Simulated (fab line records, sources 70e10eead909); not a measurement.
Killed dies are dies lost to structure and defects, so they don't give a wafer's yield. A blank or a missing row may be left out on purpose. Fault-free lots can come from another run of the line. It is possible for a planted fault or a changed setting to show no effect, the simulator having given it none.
Chamber matching + flow nand harc + 4 sister chambers for NHARC_A_CONTACT_ETCH_92 on rie diel-01
The step etches the open film in CH3F/O2, target depth 40 nm, time 85.7 s. 33 wafers are shown with their chamber, then 12 later ones without.

WAFERS, EACH WITH ITS CHAMBER
| wafer  | chamber | showerhead plenum p Torr (Torr) | rf vpp V (V) | oes product au (a.u.) |
|--------|---------|---------------------------------|--------------|-----------------------|
| L074.3 | 2       | 2.38                            | 243.0        | 0.943                 |
| L074.4 | 1       | 2.56                            | 245.1        | 0.919                 |
| L074.5 | 0       | 2.43                            | 242.1        | 0.933                 |
| L076.1 | 2       | 2.38                            | 243.2        | 0.934                 |
| L076.3 | 1       | 2.56                            | 246.6        | 0.908                 |
| L076.4 | 0       | 2.43                            | 244.4        | 0.927                 |
| L078.1 | 3       | 2.38                            | 241.9        | 0.920                 |
| L078.2 | 1       | 2.56                            | 244.5        | 0.923                 |
| L078.4 | 2       | 2.38                            | 242.7        | 0.939                 |
| L080.2 | 2       | 2.38                            | 243.4        | 0.928                 |
| L080.3 | 1       | 2.56                            | 246.0        | 0.923                 |
| L080.5 | 1       | 2.56                            | 245.1        | 0.934                 |
| L081.4 | 3       | 2.38                            | 242.6        | 0.922                 |
| L081.5 | 0       | 2.43                            | 243.5        | 0.933                 |
| L081.6 | 2       | 2.38                            | 242.3        | 0.931                 |
| L083.2 | 2       | 2.38                            | 243.3        | 0.935                 |
| L083.3 | 0       | 2.43                            | 244.2        | 0.928                 |
| L083.4 | 1       | 2.56                            | 245.3        | 0.925                 |
| L082.3 | 2       | 2.38                            | 243.1        | 0.932                 |
| L082.5 | 2       | 2.38                            | 243.4        | 0.930                 |
| L082.6 | 3       | 2.38                            | 243.4        | 0.919                 |
| L085.2 | 0       | 2.43                            | 244.7        | 0.932                 |
| L085.4 | 1       | 2.55                            | 245.6        | 0.927                 |
| L085.6 | 0       | 2.43                            | 244.6        | 0.927                 |
| L089.2 | 3       | 2.38                            | 241.8        | 0.916                 |
| L089.4 | 1       | 2.55                            | 246.9        | 0.929                 |
| L089.5 | 2       | 2.37                            | 243.4        | 0.941                 |
| L086.2 | 1       | 2.55                            | 245.2        | 0.921                 |
| L086.3 | 3       | 2.38                            | 243.2        | 0.919                 |
| L086.6 | 3       | 2.38                            | 244.3        | 0.918                 |
| L090.2 | 1       | 2.55                            | 245.8        | 0.917                 |
| L090.5 | 2       | 2.37                            | 243.4        | 0.938                 |
| L090.6 | 3       | 2.38                            | 242.7        | 0.911                 |

SIGNATURES (means of the wafers above)
| reading                  | chamber 0 | chamber 1 | chamber 2 | chamber 3 | scatter within a chamber |
|--------------------------|-----------|-----------|-----------|-----------|--------------------------|
| showerhead plenum p Torr | 2.4300    | 2.5560    | 2.3780    | 2.3800    | 0.00371                  |
| rf vpp V                 | 243.917   | 245.610   | 243.120   | 242.843   | 0.732                    |
| oes product au           | 0.93000   | 0.92260   | 0.93510   | 0.91786   | 0.00525                  |
Rule: a wafer's distance from a chamber is the root of the sum, over the readings, of the square of ((its reading less the chamber's mean) divided by the reading's scatter). The wafer belongs to the nearest chamber; if the next one is less than 2 further off, it can't be placed. The scatter: take each reading less its chamber's mean, square it, sum over the shown wafers, divide by the number of wafers less the number of chambers, and take the root.

WAFERS WHOSE CHAMBER IS MISSING
| wafer  | showerhead plenum p Torr (Torr) | rf vpp V (V) | oes product au (a.u.) |
|--------|---------------------------------|--------------|-----------------------|
| L088.1 | 2.55                            | 246.0        | 0.921                 |
| L088.2 | 2.38                            | 242.7        | 0.924                 |
| L088.5 | 2.55                            | 246.5        | 0.911                 |
| L094.1 | 2.43                            | 244.4        | 0.936                 |
| L094.2 | 2.55                            | 245.1        | 0.924                 |
| L094.3 | 2.37                            | 243.2        | 0.949                 |
| L093.1 | 2.55                            | 246.0        | 0.929                 |
| L093.2 | 2.43                            | 245.5        | 0.925                 |
| L093.5 | 2.55                            | 245.4        | 0.937                 |
| L095.2 | 2.37                            | 242.4        | 0.949                 |
| L095.3 | 2.43                            | 244.8        | 0.930                 |
| L095.6 | 2.37                            | 241.3        | 0.936                 |

CHAMBER TAKEN BY EACH
| wafer  | from the rows above     | in truth |
|--------|-------------------------|----------|
| L088.1 | 1                       | 1        |
| L088.2 | can't be placed: 3 or 2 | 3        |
| L088.5 | 1                       | 1        |
| L094.1 | 0                       | 0        |
| L094.2 | 1                       | 1        |
| L094.3 | 2                       | 2        |
| L093.1 | 1                       | 1        |
| L093.2 | 0                       | 0        |
| L093.5 | 1                       | 1        |
| L095.2 | 2                       | 2        |
| L095.3 | 0                       | 0        |
| L095.6 | can't be placed: 2 or 3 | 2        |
Correctly placed: 10 of 12. Not placeable from these rows: 2 (in 2, the candidates include the true chamber). Number placed wrongly: 0.
